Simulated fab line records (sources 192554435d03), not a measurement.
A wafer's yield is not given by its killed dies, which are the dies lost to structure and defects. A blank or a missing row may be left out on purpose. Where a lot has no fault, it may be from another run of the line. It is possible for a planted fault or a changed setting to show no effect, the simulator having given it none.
Matching of chambers	flow n5 finfet	pecvd-02 running N5_BEOL_M10_DEP_56: 3 sister chambers
The step deposits SiCN from 3MS/NH3, target thk 15 nm, time 26.5 s. 6 wafers are shown with their chamber, then 8 later ones without.

## WAFERS PAIRED WITH THEIR CHAMBERS
wafer	chamber	throttle valve pct (%)	showerhead plenum p Torr (Torr)
L089.1	2	8.43	3.672
L089.5	1	8.55	3.664
L091.1	1	9.03	3.672
L091.2	0	8.27	3.678
L091.4	2	8.62	3.676
L096.3	0	8.42	3.697

## WAFERS MISSING THEIR CHAMBER
wafer	throttle valve pct (%)	showerhead plenum p Torr (Torr)
L096.5	8.43	3.695
L096.6	8.90	3.663
L095.1	8.68	3.672
L095.2	8.74	3.675
L095.3	8.55	3.686
L095.4	8.45	3.682
L095.5	8.82	3.672
L095.6	8.85	3.661

## CHAMBER TAKEN BY EACH
wafer	from the rows above	in truth
L096.5	can't be placed: 0 or 2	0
L096.6	can't be placed: 1 or 2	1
L095.1	can't be placed: 1 or 2 or 0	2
L095.2	can't be placed: 1 or 2 or 0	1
L095.3	can't be placed: 0 or 2 or 1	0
L095.4	can't be placed: 0 or 2 or 1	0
L095.5	can't be placed: 1 or 2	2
L095.6	can't be placed: 1 or 2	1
Placed correctly: 0 of 8. From these rows, 8 cannot be placed; in 8 the true chamber is one of the candidates. Number placed wrongly: 0.
How it was worked out, from the rows above alone: a wafer's distance from a chamber is the root of the sum, over the readings, of the square of ((its reading less the chamber's mean) divided by the reading's scatter). The wafer belongs to the nearest chamber; if the next one is less than 2 further off, it can't be placed. The mean given for a chamber averages the wafers shown for that chamber. How the scatter is found: for the shown wafers, subtract from each reading the mean of its chamber, square and add these, divide the total by (wafers less chambers), then take the root.
